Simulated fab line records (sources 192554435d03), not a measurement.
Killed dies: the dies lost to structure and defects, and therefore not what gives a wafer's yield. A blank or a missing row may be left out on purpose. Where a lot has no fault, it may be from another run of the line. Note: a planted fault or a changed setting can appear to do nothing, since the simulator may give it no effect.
Matching of chambers :: flow n5_finfet :: rie_diel-06 running N5_SD_EPI_N_ETCH_35: 4 sister chambers
The step etches SOC in N2/H2, overetch 108 nm, time 486 s. 14 wafers are shown with their chamber, then 7 later ones without.

WAFERS PAIRED WITH THEIR CHAMBERS
wafer: L074.1
chamber: 1
throttle_valve_pct (%): 23.6
drypump_motor_current_A (A): 6.2
showerhead_plenum_p_Torr (Torr): 2.50

wafer: L074.3
chamber: 0
throttle_valve_pct (%): 23.6
drypump_motor_current_A (A): 5.7
showerhead_plenum_p_Torr (Torr): 2.57

wafer: L074.5
chamber: 0
throttle_valve_pct (%): 23.6
drypump_motor_current_A (A): 5.7
showerhead_plenum_p_Torr (Torr): 2.57

wafer: L077.1
chamber: 2
throttle_valve_pct (%): 23.6
drypump_motor_current_A (A): 6.1
showerhead_plenum_p_Torr (Torr): 2.69

wafer: L077.2
chamber: 1
throttle_valve_pct (%): 23.6
drypump_motor_current_A (A): 6.2
showerhead_plenum_p_Torr (Torr): 2.50

wafer: L077.6
chamber: 1
throttle_valve_pct (%): 23.6
drypump_motor_current_A (A): 6.2
showerhead_plenum_p_Torr (Torr): 2.50

wafer: L082.1
chamber: 0
throttle_valve_pct (%): 23.6
drypump_motor_current_A (A): 5.7
showerhead_plenum_p_Torr (Torr): 2.57

wafer: L082.3
chamber: 1
throttle_valve_pct (%): 23.6
drypump_motor_current_A (A): 6.2
showerhead_plenum_p_Torr (Torr): 2.49

wafer: L082.5
chamber: 0
throttle_valve_pct (%): 23.6
drypump_motor_current_A (A): 5.7
showerhead_plenum_p_Torr (Torr): 2.56

wafer: L085.1
chamber: 3
throttle_valve_pct (%): 24.1
drypump_motor_current_A (A): 5.8
showerhead_plenum_p_Torr (Torr): 2.53

wafer: L085.2
chamber: 1
throttle_valve_pct (%): 23.6
drypump_motor_current_A (A): 6.1
showerhead_plenum_p_Torr (Torr): 2.49

wafer: L085.6
chamber: 1
throttle_valve_pct (%): 23.6
drypump_motor_current_A (A): 6.2
showerhead_plenum_p_Torr (Torr): 2.49

wafer: L094.2
chamber: 2
throttle_valve_pct (%): 23.6
drypump_motor_current_A (A): 6.1
showerhead_plenum_p_Torr (Torr): 2.67

wafer: L094.3
chamber: 1
throttle_valve_pct (%): 23.7
drypump_motor_current_A (A): 6.1
showerhead_plenum_p_Torr (Torr): 2.48

SIGNATURES (averages over the wafers above)
reading: throttle_valve_pct
chamber 0: 23.600
chamber 1: 23.614
chamber 2: 23.600
chamber 3: 24.100
scatter within a chamber: 0.0293

reading: drypump_motor_current_A
chamber 0: 5.700
chamber 1: 6.171
chamber 2: 6.100
chamber 3: 5.800
scatter within a chamber: 0.0378

reading: showerhead_plenum_p_Torr
chamber 0: 2.5675
chamber 1: 2.4929
chamber 2: 2.6800
chamber 3: 2.5300
scatter within a chamber: 0.00786
Rule: a wafer's distance from a chamber is the root of the sum, over the readings, of the square of ((its reading less the chamber's mean) divided by the reading's scatter). The wafer belongs to the nearest chamber; if the next one is less than 2 further off, it can't be placed. The scatter is the square root of a quotient: the sum, over the shown wafers, of each reading's squared deviation from its chamber's mean, divided by wafers minus chambers.

WAFERS WHOSE CHAMBER IS MISSING
wafer: L094.5
throttle_valve_pct (%): 23.7
drypump_motor_current_A (A): 5.7
showerhead_plenum_p_Torr (Torr): 2.55

wafer: L095.1
throttle_valve_pct (%): 23.6
drypump_motor_current_A (A): 6.1
showerhead_plenum_p_Torr (Torr): 2.67

wafer: L095.3
throttle_valve_pct (%): 23.7
drypump_motor_current_A (A): 6.2
showerhead_plenum_p_Torr (Torr): 2.48

wafer: L095.6
throttle_valve_pct (%): 23.6
drypump_motor_current_A (A): 6.1
showerhead_plenum_p_Torr (Torr): 2.67

wafer: L096.2
throttle_valve_pct (%): 24.1
drypump_motor_current_A (A): 5.8
showerhead_plenum_p_Torr (Torr): 2.52

wafer: L096.3
throttle_valve_pct (%): 23.6
drypump_motor_current_A (A): 6.1
showerhead_plenum_p_Torr (Torr): 2.67

wafer: L096.6
throttle_valve_pct (%): 23.6
drypump_motor_current_A (A): 6.1
showerhead_plenum_p_Torr (Torr): 2.67

THE CHAMBER EACH PASSED THROUGH
wafer: L094.5
from the rows above: 0
in truth: 0

wafer: L095.1
from the rows above: 2
in truth: 2

wafer: L095.3
from the rows above: 1
in truth: 1

wafer: L095.6
from the rows above: 2
in truth: 2

wafer: L096.2
from the rows above: 3
in truth: 3

wafer: L096.3
from the rows above: 2
in truth: 2

wafer: L096.6
from the rows above: 2
in truth: 2
Correct placement for 7 of the 7. Not placeable from these rows: 0. 0 placed wrongly.
